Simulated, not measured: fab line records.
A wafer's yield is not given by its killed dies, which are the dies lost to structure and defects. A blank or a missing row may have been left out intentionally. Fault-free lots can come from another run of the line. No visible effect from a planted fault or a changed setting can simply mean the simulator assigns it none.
What tool caused it?	flow n5Finfet	Sampling: 9 lots, 24 wafers, 4 of 1938 route steps

== WHAT THE GAUGES SHOWED, per wafer ==
N5_BEOL_M13_OCD_MEAS_35.
lot	measured	on	trenchDepthNm (nm)
L113	day 12 03:59	ocd-01	408 414 409
L117	day 13 12:54	ocd-01	- -
L119	day 13 11:53	ocd-01	- -
L118	day 13 19:10	ocd-02	- - -
L120	day 14 23:13	ocd-02	412 412 418
L124	day 15 17:38	ocd-01	414 409 410
L126	day 16 18:07	ocd-01	397 431 397
L131	day 18 07:59	ocd-01	417 421
L130	day 18 14:22	ocd-01	417 407 416

== EACH LOT AND THE TOOL THAT RAN IT (in order: tool; ch and the chambers of the sampled wafers; start) ==
lot	N5_BEOL_M13_DESCUM_15	N5_BEOL_M13_STRIP_64	N5_BEOL_M13_ETCH_67
L113	rieDiel-05 ch 0,1, day 12 02:28	plasmaAsher-01 ch 0,1, day 12 02:51	rieDiel-06 ch 0,2,3, day 12 03:27
L117	rieDiel-06 ch 0,3, day 13 11:20	plasmaAsher-01 ch 0,1, day 13 11:46	rieDiel-06 ch 2,3, day 13 12:22
L119	rieDiel-05 ch 0,3, day 13 10:08	plasmaAsher-02 ch 0, day 13 10:31	rieDiel-05 ch 1,3, day 13 11:20
L118	rieDiel-01 ch 2,3, day 13 17:31	plasmaAsher-02 ch 0,1, day 13 17:54	rieDiel-06 ch 0,3, day 13 18:37
L120	rieDiel-01 ch 0,1,3, day 14 21:34	plasmaAsher-02 ch 0,1, day 14 21:58	rieDiel-06 ch 0,1, day 14 22:40
L124	rieDiel-05 ch 1,2, day 15 16:06	plasmaAsher-01 ch 0,1, day 15 16:31	rieDiel-06 ch 0,1, day 15 17:05
L126	rieDiel-05 ch 2,3, day 16 16:28	plasmaAsher-02 ch 0,1, day 16 16:50	rieDiel-05 ch 2,3, day 16 17:34
L131	rieDiel-01 ch 0, day 18 06:28	plasmaAsher-01 ch 0, day 18 06:51	rieDiel-05 ch 0,2, day 18 07:26
L130	rieDiel-06 ch 0,2,3, day 18 12:50	plasmaAsher-02 ch 0,1, day 18 13:14	rieDiel-05 ch 0,1, day 18 13:49
- N5_BEOL_M13_DESCUM_15: chemistry O2, time 7.9 s.
- N5_BEOL_M13_STRIP_64: strips in N2/H2.
- N5_BEOL_M13_ETCH_67: etches SiARC in CF4, target depth 143 nm, time 238.3 s.

== THE ANSWER, worked out from the rows above alone ==
Rule: usual is defined by the lots themselves. Put in order of their means at a reading, lots are off if they are a third of the lots or fewer, leave a main group of 4 or more, and stand apart from it by a gap of 3 or more times the standard deviation of the main group's means; of several such gaps the widest counts. If all means in a main group match to the digits the tables above print for the reading, that group is not used. A lot without any number at a reading at which 4 lots or more have one is off too. All remaining lots with rows at the step are treated as sound.
Off: L117, L119, L118, at N5_BEOL_M13_OCD_MEAS_35 (trenchDepthNm). Without a number there: L117, L119, L118. Main group: mean 413 nm, sd 3.4.
If a tool, at a process step before that reading, ran all the lots that are off and no sound lot after the first of them, it fits. Those tools and the gauges at N5_BEOL_M13_OCD_MEAS_35 are tried in the same way. None of those tried fits.

== WHAT THE SIMULATOR HAD INSERTED ==
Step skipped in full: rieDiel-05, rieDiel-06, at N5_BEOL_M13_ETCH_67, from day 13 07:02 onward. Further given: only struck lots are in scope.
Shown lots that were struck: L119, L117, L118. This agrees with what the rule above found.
